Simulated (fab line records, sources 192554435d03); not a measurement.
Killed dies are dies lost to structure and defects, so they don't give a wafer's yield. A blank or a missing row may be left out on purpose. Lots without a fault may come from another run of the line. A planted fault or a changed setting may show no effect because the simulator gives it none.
fab line records | flow n5_finfet
record lots=4 wafers=12 last_day=15
route steps=1938 shown BEOL_M4@1021 PASSIVATION@1936
lots that met no fault: from a run of the same line without faults
start_h: hours from the record's first day to the start of the lot's first wafer shown | wait_h: hours since the lot's step before | " the same as in the row above | L1.1+2: a row that stands for several wafers | - no value, or no start given | * or withheld: withheld | < > ~ a bound
route shown NAME@n: a module of which the file shows steps, and the number in the route of the first | usual: mean/standard deviation of fault-free wafers | same: alike in all rows | chamber/n: place in a boat | sites: the reading at each site | _std_site: their standard deviation | _edge_site: outer sites' mean less inner sites' | radius_mm: how far each site lies from the wafer's centre | mask NAME#n: copy n | behind: the tool/chamber that last shaped the wafer | hold: why the lot was held/for how many hours/how that ended | device: the transistor (n, p or np) that didn't switch | end of line: the same wafers' tests at the end of the route | a step without rows: its recipe alone | killed: dies lost to structure and defects at the first sort, not the wafer's yield | map: a wafer's dies, x killed, . not, _ none there
set.NAME: the setting as run; set.NAME@STEP: as run at that earlier step | model.NAME: the simulator's own value behind a step, which no gauge read
lots at some steps of the route; a table a step, a row a wafer
services: from which hour (start_h, from the record's first day; less than 0 if before it) a tool's chamber was out of use, for how many hours, and why
## steps
# step N5_BEOL_M4_ILD_DEP_00
# recipe material=SiOC target_thk_a=790 temp_c=350 precursor=DEMS/O2 pressure_torr=5 rf_w=500 time_s=15.3
# step N5_BEOL_M4_PECVD_72
# recipe material=SiO2 target_thk_a=160 temp_c=400 precursor=TEOS/O2 pressure_torr=5.5 rf_w=450 teos_flow_sccm=53.8 gas=O2 flow_sccm=3000 time_s=18
# step N5_BEOL_M4_HM_DEP_02
# recipe material=TiN target_thk_a=200 temp_c=25 chamber_pressure_pa=0.49996
# step N5_BEOL_M4_COAT_61
# recipe resist=SOC temp_c=250 time_s=60 spin_rpm=1500 resist_thk_nm=60
# step N5_BEOL_M4_COAT_62
# recipe resist=SiARC temp_c=220 time_s=60 spin_rpm=1500 resist_thk_nm=12
# step N5_BEOL_M4_COAT_73
# recipe resist=underlayer temp_c=205 time_s=60 spin_rpm=1500 resist_thk_nm=5
# step N5_BEOL_M4_COAT_05
# recipe resist=CAR-EUV spin_rpm=1500 resist_thk_nm=30
# step N5_BEOL_M4_EBR_07
# recipe solvent=PGMEA ebr_width_mm=1.5
# step N5_BEOL_M4_SOFTBAKE_06
# recipe temp_c=110 time_s=60 resist=CAR-EUV
# step N5_BEOL_M4_EXPOSE_08
# recipe mask_id=M4 na=0.33 source_shape=dipole sigma_inner=0.369 sigma_outer=0.767 polarization=unpolarized dose_mj=41.25
# same dipole_opening_deg=79.7
# columns lot.wafer tool chamber start_h wait_h mask
L757.2+3+5 euv_scanner-01 0 190.24 - M4#0
L762.1+2+4 euv_scanner-02 0 205.91 - M4#0
L765.1+3+4 euv_scanner-02 0 237.67 - M4#0
L768.2+4+5 euv_scanner-02 0 248.22 - M4#0
# step N5_BEOL_M4_PEB_09
# recipe peb_temp_c=100 peb_time_s=60 resist=CAR-EUV
# step N5_BEOL_M4_DEVELOP_10
# recipe develop_time_s=30 developer=TMAH resist=CAR-EUV rinse_liquid=surfactant_rinse dry=air_spin dev_temp_c=23
# step N5_BEOL_M4_DESCUM_16
# recipe chemistry=O2 time_s=7 source_power_w=50 bias_power_w=20 pressure_mtorr=20 rf_frequency_hz=2.712e+07 temp_c=40 resist=CAR-EUV o2_flow_sccm=225
# step N5_BEOL_M4_ETCH_74
# recipe chemistry=N2/H2 target=underlayer target_depth_a=65 mask_material=CAR-EUV time_s=5.2 ion_energy_ev=200 pressure_mtorr=30 source_w=840 bias_w=150 n2_flow_sccm=200 h2_flow_sccm=200 ends=cleared
# step N5_BEOL_M4_ETCH_63
# recipe chemistry=CF4 target=SiARC target_depth_a=156 mask_material=CAR-EUV time_s=26 ion_energy_ev=80 pressure_mtorr=40 source_w=545 bias_w=36 Ar_flow_sccm=100 cf4_flow_sccm=100 ends=cleared
# step N5_BEOL_M4_ETCH_64
# recipe chemistry=N2/H2 target=SOC target_depth_a=750 overetch_a=225 mask_material=SiARC temp_c=40 time_s=121.9 ion_energy_ev=200 pressure_mtorr=30 source_w=840 bias_w=150 n2_flow_sccm=200 h2_flow_sccm=200
# usual drypump_motor_current_A=5.8/0.56 oes_product_au=0.59/0.051 rf_vpp_V=523.9/2.4 showerhead_plenum_p_Torr=2.54/0.082 throttle_valve_pct=17.88/0.28
# columns lot.wafer tool chamber start_h wait_h drypump_motor_current_A oes_product_au rf_hours_counter_h rf_vpp_V showerhead_plenum_p_Torr throttle_valve_pct model.BEOL_M4.cd_offset_nm
L757.2 rie_diel-06 2 191.10 0.0 5.9 0.55 162 521.0 2.43 17.65 0
L757.3 " 3 " " 4.9 0.61 97 524.1 2.57 18.01 0.2
L757.5 " 3 " " 4.9 0.61 - 523.7 2.57 18.02 0.2
L762.1 rie_diel-06 2 206.32 0.0 5.9 0.55 170 521.8 2.43 17.65 0
L762.2 " 1 " " 5.7 0.56 153 528.2 2.65 18.23 0
L762.4 " 0 " " 6.9 0.58 119 521.6 2.45 17.53 0.4
L765.1 rie_diel-02 1 238.03 0.0 5.5 0.53 230 526.4 2.63 18.16 -0.6
L765.3 " 2 " " 6.5 0.61 104 523.3 2.56 17.96 -0.2
L765.4 " 3 " " 5.1 0.51 246 522.9 2.51 18.48 -0.2
L768.2 rie_diel-06 0 248.55 0.0 6.8 0.58 134 520.3 2.45 17.55 0
L768.4 " 3 " " 4.9 0.59 118 525.3 2.56 18.06 -0.4
L768.5 " 2 " " 5.9 0.54 - 520.4 2.42 17.68 -0.2
# step N5_BEOL_M4_STRIP_65
# recipe chemistry=N2/H2 temp_c=40 n2_flow_sccm=200 h2_flow_sccm=200 rf_frequency_hz=6e+07
# step N5_BEOL_M4_STRIP_75
# recipe chemistry=N2/H2 temp_c=40 n2_flow_sccm=200 h2_flow_sccm=200 rf_frequency_hz=6e+07
# step N5_BEOL_M4_STRIP_66
# recipe chemistry=CF4 resist=SiARC power_w=300 bias_power_w=75 pressure_mtorr=50 cf4_flow_sccm=150 rf_frequency_hz=6e+07
# step N5_BEOL_M4_HM_OPEN_17
# recipe chemistry=Cl2/BCl3 target_depth_a=200 overetch_a=60 target=TiN mask_material=SOC ion_energy_ev=150 pressure_mtorr=10 icp_w=1000 bias_w=126 Cl2_flow_sccm=53.25 bcl3_flow_sccm=21.75 Ar_flow_sccm=25
# usual drypump_motor_current_A=5.8/0.43 oes_product_au=0.66/0.073 throttle_valve_pct=22.13/0.11
# columns lot.wafer tool chamber start_h wait_h drypump_motor_current_A oes_product_au rf_hours_counter_h throttle_valve_pct model.BEOL_M4.cd_offset_nm
L757.2 rie_metal-01 0 191.31 0.1 6.2 0.61 - 22.01 0
L757.3 " 0 " " 6.2 0.61 - 21.98 0.2
L757.5 " 0 " " 6.2 0.62 - 22.00 0.2
L762.1 rie_metal-01 1 206.49 0.0 5.3 0.83 0 22.06 0.2
L762.2 " 0 " " 6.2 0.60 68 22.01 0
L762.4 " 1 " " 5.3 0.84 - 22.05 0.4
L765.1 rie_metal-02 1 238.20 0.0 6.0 0.67 32 22.06 -0.6
L765.3 " 1 " " 6.0 0.68 - 22.07 0
L765.4 " 0 " " 6.2 0.69 - 22.30 -0.2
L768.2 rie_metal-03 1 248.72 0.0 6.0 0.61 62 22.11 0
L768.4 " 1 " " 6.0 0.60 - 22.11 -0.4
L768.5 " 0 " " 5.1 0.74 - 22.25 -0.2
# step N5_BEOL_M4_STRIP_19
# recipe chemistry=O2 power_w=400 temp_c=40 pressure_mtorr=30 rf_frequency_hz=6e+07 bias_power_w=0 overash_fraction=0.2 o2_flow_sccm=225
# step N5_BEOL_M4_COAT_67
# recipe resist=SOC temp_c=250 time_s=60 spin_rpm=1500 resist_thk_nm=60
# step N5_BEOL_M4_COAT_68
# recipe resist=SiARC temp_c=220 time_s=60 spin_rpm=1500 resist_thk_nm=12
# step N5_BEOL_M4_COAT_76
# recipe resist=underlayer temp_c=205 time_s=60 spin_rpm=1500 resist_thk_nm=5
# step N5_BEOL_M4_COAT_22
# recipe resist=CAR-EUV spin_rpm=1500 resist_thk_nm=30
# step N5_BEOL_M4_EBR_24
# recipe solvent=PGMEA ebr_width_mm=1.5
# step N5_BEOL_M4_SOFTBAKE_23
# recipe temp_c=110 time_s=60 resist=CAR-EUV
# step N5_BEOL_M4_EXPOSE_25
# recipe mask_id=V3 na=0.33 source_shape=quasar sigma_inner=0.2 sigma_outer=0.8 polarization=unpolarized defocus_nm=5 dose_mj=63
# step N5_BEOL_M4_PEB_26
# recipe peb_temp_c=100 peb_time_s=60 resist=CAR-EUV
# step N5_BEOL_M4_DEVELOP_27
# recipe develop_time_s=30 developer=TMAH resist=CAR-EUV rinse_liquid=surfactant_rinse dry=air_spin dev_temp_c=23
# step N5_BEOL_M4_DESCUM_33
# recipe chemistry=O2 time_s=7 source_power_w=50 bias_power_w=20 pressure_mtorr=20 rf_frequency_hz=2.712e+07 temp_c=40 resist=CAR-EUV o2_flow_sccm=225
# step N5_BEOL_M4_ETCH_77
# recipe chemistry=N2/H2 target=underlayer target_depth_a=65 mask_material=CAR-EUV time_s=5.2 ion_energy_ev=200 pressure_mtorr=30 source_w=840 bias_w=150 n2_flow_sccm=200 h2_flow_sccm=200 ends=cleared
# step N5_BEOL_M4_RC_MEAS_101
# usual DIBL_N=36.3/1 DIBL_P=36.2/1.4 IOFF_N=0.157/0.021 IOFF_P=0.206/0.025 ION_N=673/9 ION_P=461/6.4 SS_N=71.5/0.5 SS_P=73.2/0.47 VT_N=249.9/2.4 VT_P=-250.6/2.9
# columns lot.wafer tool chamber start_h wait_h DIBL_N[mV/V] DIBL_P[mV/V] IOFF_N[nA/um] IOFF_P[nA/um] ION_N[uA/um] ION_P[uA/um] SS_N[mV/dec] SS_P[mV/dec] VT_N[mV] VT_P[mV]
L757.2 prober-02 0 199.80 0.2 36.6 37.1 0.158 0.208 670 457 71.3 73.6 251.4 -251.3
L757.3 " 0 " " 34.5 34.7 0.138 0.184 673 465 71.1 73.2 250.4 -249.8
L757.5 " 0 " " 36.5 37.6 0.159 0.216 663 454 71.3 73.7 252.1 -251.2
L762.1 prober-02 0 214.82 0.0 36.6 35.4 0.141 0.187 660 458 71.7 73.0 249.0 -251.4
L762.2 " 0 " " 37.3 36.1 0.148 0.201 665 454 72.1 73.3 251.6 -252.4
L762.4 " 0 " " 35.8 34.9 0.130 0.179 674 458 71.0 72.7 250.5 -252.5
L765.1 prober-01 0 247.18 0.0 33.5 32.4 0.125 0.165 663 447 71.0 73.2 252.8 -254.5
L765.3 " 0 " " 36.0 35.7 0.155 0.204 667 454 71.0 73.5 251.8 -250.8
L765.4 " 0 " " 37.6 37.8 0.190 0.232 675 455 72.0 73.8 250.0 -248.7
L768.2 prober-01 0 255.78 0.2 35.6 33.8 0.126 0.183 664 460 71.2 72.9 251.8 -251.5
L768.4 " 0 " " 35.0 33.9 0.120 0.179 667 457 70.8 73.3 252.0 -251.5
L768.5 " 0 " " 38.7 37.9 0.177 0.247 671 464 71.3 73.9 247.2 -248.3
# step N5_PASSIVATION_PROBE_49
# usual defect_limited_yield=91.1/1.3 killed_at_M0_to_M3=36/10 killed_at_M4_up=14/4.4 killed_at_contacts=14/5.7 killed_at_front_end=39/9.4 killed_at_other=2.9/2.6 killed_dies=105/15 killed_on_rim=14/3.5 killed_open=70/12 killed_short=34/7.1 sort_bin_5_function=5.3/0.77 sort_bin_6_memory=3.3/0.66 sort_n_pass=1075/15 sort_yield_pct=91.1/1.3
# same gross_dies=1180 killed_at_back_side=0 sort_bin_4_leakage[%]=0 sort_bin_8_speed[%]=0
# columns lot.wafer tool chamber start_h wait_h defect_limited_yield[%] killed_at_M0_to_M3 killed_at_M4_up killed_at_contacts killed_at_front_end killed_at_other killed_dies killed_on_rim killed_open killed_short sort_bin_5_function[%] sort_bin_6_memory[%] sort_n_pass sort_yield_pct[%]
L765.1 prober-01 - 345.64 0.0 64.1 37 338 8 38 3 424 61 65 31 21.0 13.1 756 64.1
L765.4 prober-01 - 345.79 0.2 65.4 38 325 14 27 4 408 51 63 32 21.0 11.5 772 65.4
L768.4 prober-02 - 352.09 0.2 68.2 44 283 16 31 1 375 47 75 25 17.3 13.1 805 68.2
L768.5 prober-02 - 352.14 0.2 69.2 40 272 9 41 2 364 49 70 32 17.8 11.4 816 69.2
# killed by level:class
L765.1 BEOL_M4:area_expose=327 STI_FIN_REVEAL:geometric_particle:open=13 BEOL_M2:geometric_particle:open=9 BEOL_M3:geometric_particle:open=9 BEOL_M2:geometric_particle:short=6 GATE_CUT:geometric_particle:short=5 MOL_CONTACT_COAG:geometric_particle:open=5 FIN_SAQP:geometric_particle:open=4
L765.4 BEOL_M4:area_expose=311 MOL_CONTACT_COAG:geometric_particle:open=11 BEOL_M3:geometric_particle:open=9 BEOL_M0_SAQP:geometric_particle:short=8 BEOL_M4:geometric_particle:open=8 BEOL_M0_SAQP:geometric_particle:open=7 BEOL_M1:geometric_particle:open=6 FIN_SAQP:geometric_particle:open=4
L768.4 BEOL_M4:area_expose=270 MOL_CONTACT_COAG:geometric_particle:open=15 BEOL_M1:geometric_particle:open=10 BEOL_M2:geometric_particle:open=8 BEOL_M3:geometric_particle:open=8 BEOL_M4:geometric_particle:open=7 FIN_SAQP:geometric_particle:open=6 STI_FIN_REVEAL:geometric_particle:open=5
L768.5 BEOL_M4:area_expose=258 FIN_SAQP:geometric_particle:open=11 BEOL_M1:geometric_particle:open=11 MOL_CONTACT_COAG:geometric_particle:open=8 BEOL_M0_SAQP:geometric_particle:open=8 FIN_SAQP:geometric_particle:short=6 STI_FIN_REVEAL:geometric_particle:open=6 BEOL_M2:geometric_particle:open=6
# map L765.1 (x killed, . not)
_________________...x..xx....________________
______________.x.x..x...x.x.x.xx_____________
___________x.x..x....x..xx.x..xx...__________
__________..x...x...x.........x..x.x_________
________xx..x.xx..x...xx.x.........x.._______
_______x.....x.xx.xxxx.x.....x.x..xxx.x______
______..xx.......x..x.....x......x.....x_____
_____...x....x.....xx.......xxx.x...xx.x.____
____..xxx..xx.....xx..xx.x.xxx..x..xx.....___
___..x.xx.x...........x...x..xx............__
___x...xx....x.x.....xx.xx......xxx....xx..__
__x....x..xxxx.x.x..x.x..xx...x..x.xxxx.x..._
__....x.x..xx.x...x...x...x...x..xx.x..x...._
_....xxxx..xx...x..x..x.xx.......xxx.....xxxx
_.x..x..x.xx.....x..xx...x......x..x..xx.xxxx
_xxxxx.x...xx.x....x..x....x.....x..xx.xxx..x
_x.x..........x....x..x.....x........xx.xxx.x
_x.x..x........xx.xx..x..xx.x........xxxx..x.
_.xxx..x....xx..x.xxx.xx.x...xx....x..x..x..x
_x.x..xxx..x..x...x.x....x....x.xxxx.xx...xxx
_x....x.xx.x...xx.x..xxxx.x..xx.xx.x....xxx..
__...x.x.x......x....x.....x........x..x...._
__xx.....x.x.x.x.x............xxx......x.x.x_
___x.x.x.x....xx....x..x..xxx.....x......x.__
___.xx.....xx.xxx.x..xx...xx.x..x.....x..x.__
____.x.....x...x.x.xxx.......xx....xxx...x___
_____.x......x.......xxx..x.x..x..xxxx..x____
______.....x.x..x..xx...x....x..x....xx._____
_______....x...x..x.xxx...x..xxx.xxx...______
________x..x.x...x...x.....x....xxx..._______
__________.x..x..xx.xx...xxx.xx...xx_________
___________.x.x..x.xx.xx.....x...xx__________
______________...x.xx....x..xx.x_____________
_________________x......xxx.x________________
# map L768.4 (x killed, . not)
_________________x.x...x...x.________________
______________..x.x..xx.x..xxxx._____________
___________....x..x......x.x...x...__________
__________..xxx...xx.x.x........x.xx_________
________...x.xxx..xx....xx..x.x.x....._______
_______x...xxx...x....xxxxx..x.......x.______
______.x..xxx...x..xx.x..xxx...x........_____
_____..x........x..xx........xx...x.x..x.____
____x.....x..xx...xx..xx.....x...x..x..x.x___
___.xx..x.....xx.xxx...x....xx.............__
___.xx..x...x........x.x..x.x...xx..x....x.__
__x...x....x......x..x.x....x.x.x........xx._
__..x.......xxx........x...xx.x.....x......x_
_.xx..x.xx..x..x..x.xxx........x......xx..x.x
_..x.x...x....xx............x.x..........xx.x
_x...x.....x...xx.........xx.......x...x.x.x.
_.x....xx...x.x..x.x.....x..xxxxx...xx....xx.
_xx.x..x..x....x.....xx....x..xx..xxx.x.xxx..
_x.x....x.xx.....x...x.x.xx..x......x.x.x.xx.
_x.x..........xxxx.x...x.x.xx........x....x..
_x..x.....xx.x...xx....x...x...x...xxxx.....x
__....x...xx..x............x...xxx..xx...x.._
__....xx..x.xx......xx..x.x..x..xx...x.....x_
___...xxx.x....x....xx...x....x.x.x..x..x..__
___....xxxxxx...x..x......xxx...x.x........__
____...........x.x....xxxx......xxx...x...___
_____..xx.....x.x...x.x..x.xx..xx..xx.x..____
______..x...x.x.......x.xx.xx..x...x...x_____
_______...x.x....x........x.....x....xx______
________....xx.x...xx...xxxx..x....x.._______
__________.x......xx.xx..x.......x.._________
___________xx.x....x...x..x..x...x.__________
______________xxx..xxx....x.xx.._____________
_________________.......xx...________________
## services
# columns tool chamber start_h hours kind
rie_metal-01 - 175.05 14.6 pm
rie_diel-02 - 187.98 14.6 pm
euv_scanner-01 - 188.38 1.0 pm
rie_metal-01 1 189.65 - clean
rie_metal-01 1 189.65 15.7 scheduled_down
rie_metal-01 1 189.65 15.7 vent_cycle
euv_scanner-02 - 190.35 4.6 pm
euv_scanner-01 - 198.58 4.6 pm
euv_scanner-02 - 203.98 1.0 pm
euv_scanner-01 - 244.53 1.0 pm
## key
first_sign step=N5_PASSIVATION_PROBE_49 reading=killed_at_M4_up direction=up sigmas=66 usual=14 struck=304
effect step=N5_PASSIVATION_PROBE_49 reading=defect_limited_yield direction=down sigmas=19 usual=91.1 struck=66.7
model_effect step=N5_BEOL_M4_ETCH_64 value=BEOL_M4.cd_offset_nm without=-0.05 struck=-0.35
model_effect step=N5_BEOL_M4_HM_OPEN_17 value=BEOL_M4.cd_offset_nm without=-0.05 struck=-0.35
more_kills_born_at N5_BEOL_M4_EXPOSE_08@euv_scanner-02=1166
met_at N5_BEOL_M4_EXPOSE_08
struck_wafers L765.1,L765.4,L768.4,L768.5
onset_between 205.91 237.67
fault kind=process_parameter_drift tool=euv_scanner-02 chamber=- onset_h=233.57 steps=N5_BEOL_M4_EXPOSE_08 channel=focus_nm offset=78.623 shape=step end_h=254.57 scope=struck_wafers_only
